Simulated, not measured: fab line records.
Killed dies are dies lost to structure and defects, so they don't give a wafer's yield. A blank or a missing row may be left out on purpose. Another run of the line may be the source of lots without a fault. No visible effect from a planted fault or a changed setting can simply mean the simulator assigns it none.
A struck lot beside a sound one + flow nand-harc + 41 out of 1159 route steps
Sound: these wafers, L848.1, L848.3, L848.4. Struck: wafers L863.4, L863.6. (L863.3 of the same lot was not struck and is left out.) The cause comes at the end.
Order at every step that has rows: each side's tool, ch and its chambers, its first start. Under that, the readings that differ: sound wafers + struck wafers + difference of the means + sigmas: that difference in standard deviations of wafers without a fault.
alike: a reading whose means differ by less than 2 such deviations, as well as words and numbers matching on both sides. not compared: withheld readings; readings where some wafer has no value; bounds like >300 that might hide an equal value; numbers whose values overlap and for which the record gives no deviation.
Wherever a step has rows on one side only, a row that says differs or no value, or a row with sigmas, the two part there. Numbers that don't overlap but have no deviation are shown without sigmas and don't part them. A reading missing from all wafers of one side parts the sides only when that side holds two or more wafers.

NHARC_A_M1_INSPECT_11:
  sound on defect-inspect-01 at day 17 20:43; struck on defect-inspect-01 at day 21 12:33
  alike: raw-defect-count
then, 3 steps without rows for these wafers: NHARC_A_M1_DESCUM_14 (chemistry O2, time 3 s); NHARC_A_M1_ETCH_35 (etches the open film in N2/H2, target depth 40 nm, overetch 12 nm, time 43.94 s); NHARC_A_M1_ETCH_15 (etches the open film in C4F8/Ar, target depth 182.5 nm, time 91.2 s).
NHARC_A_M1_CD_MEAS_16:
  sound on cd-sem-03 at day 17 21:05; struck on cd-sem-01 at day 21 12:55
  alike: cd-nm
NHARC_A_M1_STRIP_18: strips in N2/H2.
  sound on rie-diel-06 ch 0,1,3, day 17 21:11; struck on rie-diel-11 ch 0,3, day 21 12:59
  alike: drypump-motor-current-A, oes-product-au, power-w, rf-vpp-V, showerhead-plenum-p-Torr, throttle-valve-pct
  not compared: rf-hours-counter-h
then, 5 steps without rows for these wafers: NHARC_A_M1_ETCH_28 (etches the open film in CF4/N2, target depth 30 nm, time 72.99 s); NHARC_A_M1_STRIP_19 (strips in post etch residue remover, time 600 s); NHARC_A_M1_DEGAS_29 (time 60 s); NHARC_A_M1_PRE_CLEAN_30 (time 30 s); NHARC_A_M1_PVD_20 (deposits TaN, target thk 5 nm, time 8.06 s).
NHARC_A_M1_PVD_21: deposits Cu, target thk 30 nm, time 20.49 s.
  sound on pvd-sputter-02; struck on pvd-sputter-02
  alike: throttle-valve-pct
NHARC_A_M1_ECD_22: material Cu, target thk 400 nm.
  sound on ecd-cu-02 ch 0,1, day 17 22:10; struck on ecd-cu-01 ch 0,1, day 21 14:08
NHARC_A_M1_ANNEAL_31: time 90 s.
  sound on rtp-anneal-02 ch 0, day 17 22:32; struck on rtp-anneal-02 ch 0, day 21 14:32
  alike: anneal-temp-c-max, wafer_temp_C_max
then, 1 step without rows for these wafers: NHARC_A_M1_CMP_23 (polishes, t overpolish 20 s, target thk 154.34 nm).
NHARC_A_M1_THK_MEAS_24: measures by xrf.
  sound on film-metro-01 at day 17 23:12; struck on film-metro-02 at day 21 15:05
  alike: thk-nm
then, 2 steps without rows for these wafers: NHARC_A_M1_SRD_25; NHARC_A_M1_PRE_CLEAN_32 (time 12 s).
NHARC_A_M1_DEP_33: deposits SiCN, target thk 30 nm.
  sound on pecvd-04 ch 1,2, day 17 23:31; struck on pecvd-02 ch 0,2, day 21 15:32
  alike: heater-power-w
then, 2 steps without rows for these wafers: NHARC_A_BONDPAD_DEP_00 (deposits SiCN, target thk 250 nm); NHARC_A_BONDPAD_CMP_29 (polishes SiCN, target thk 200 nm).
NHARC_A_BONDPAD_THK_MEAS_30: measures by ellipsometry.
  sound on film-metro-02 at day 18 00:43; struck on film-metro-02 at day 21 16:45
  alike: thk-nm
then, 10 steps without rows for these wafers: NHARC_A_BONDPAD_SRD_31; NHARC_A_BONDPAD_DEHYDRATE_01 (time 120 s); NHARC_A_BONDPAD_HMDS_02 (time 30 s); NHARC_A_BONDPAD_COAT_33 (time 65 s); NHARC_A_BONDPAD_COAT_03 (resist thk 600 nm); NHARC_A_BONDPAD_SOFTBAKE_04 (time 70 s); NHARC_A_BONDPAD_EBR_05; NHARC_A_BONDPAD_EXPOSE_06 (exposes mask A BPAD); NHARC_A_BONDPAD_PEB_07 (peb time 80 s); NHARC_A_BONDPAD_DEVELOP_08 (time 50 s).
NHARC_A_BONDPAD_CD_MEAS_09: target cd 500 nm.
  sound on cd-sem-01 ch 0, day 18 01:17; struck on cd-sem-03 ch 0, day 21 17:19
  alike: cd-nm
NHARC_A_BONDPAD_OVL_MEAS_35:
  sound on overlay-01 at day 18 01:22; struck on overlay-02 at day 21 17:24
| reading           | sound | struck  | difference | sigmas |
|-------------------|-------|---------|------------|--------|
| overlay-x-nm (nm) | 2 1 2 | -11 -11 | -13        | -2     |
  alike: overlay-y-nm
then, 4 steps without rows for these wafers: NHARC_A_BONDPAD_HARDBAKE_10 (time 65 s); NHARC_A_BONDPAD_DESCUM_11 (chemistry O2, time 3 s); NHARC_A_BONDPAD_ETCH_34 (etches the open film in N2/H2, target depth 60 nm, overetch 18 nm, time 65.91 s); NHARC_A_BONDPAD_ETCH_12 (etches the open film in CHF3/O2, target depth 220 nm, time 110 s).
NHARC_A_BONDPAD_CD_MEAS_13:
  sound on cd-sem-01 at day 18 01:49; struck on cd-sem-01 at day 21 17:51
  alike: cd-nm
NHARC_A_BONDPAD_STRIP_15: strips in O2.
  sound on rie-diel-12 ch 0,1,2, day 18 01:53; struck on rie-diel-12 ch 1,2, day 21 17:55
  alike: drypump-motor-current-A, oes-product-au, rf-vpp-V, showerhead-plenum-p-Torr, throttle-valve-pct
  not compared: rf-hours-counter-h
NHARC_END_SORT_01:
  sound on prober-02 ch 0, day 19 09:02; struck on prober-02 ch 0, day 23 12:04
| reading                  | sound          | struck    | difference | sigmas |
|--------------------------|----------------|-----------|------------|--------|
| defect-limited-yield (%) | 94.7 93.9 96.0 | 58.5 56.9 | -37.2      | -29    |
| killed-at-array          | 27 36 22       | 275 289   | +254       | +32    |
| killed-dies              | 36 41 27       | 281 292   | +252       | +29    |
| killed-open              | 9 4 6          | 2 0       | -5         | -3     |
| sort_bin_2_pct (%)       | 2.8 1.5 0.9    | 14.3 14.9 | +12.9      | +23    |
| sort_bin_3_pct (%)       | 0 0.15 0       | 1.62 3.84 | +2.68      | +13    |
| sort_bin_4_pct (%)       | 2.5 4.4 3.1    | 25.6 24.4 | +21.7      | +24    |
| sort-n-pass              | 641 636 650    | 396 385   | -252       | -29    |
| sort-rim-yield-pct (%)   | 95.3 99.1 93.4 | 64.2 62.3 | -32.7      | -12    |
| sort-yield-pct (%)       | 94.7 93.9 96.0 | 58.5 56.9 | -37.2      | -29    |
  alike: killed-at-other, killed-at-periphery, killed-short

== WHERE THEY PART ==
Last at NHARC_END_SORT_01 as far as this record goes, first at NHARC_A_BONDPAD_OVL_MEAS_35.

WHY: what had been put in by the simulator
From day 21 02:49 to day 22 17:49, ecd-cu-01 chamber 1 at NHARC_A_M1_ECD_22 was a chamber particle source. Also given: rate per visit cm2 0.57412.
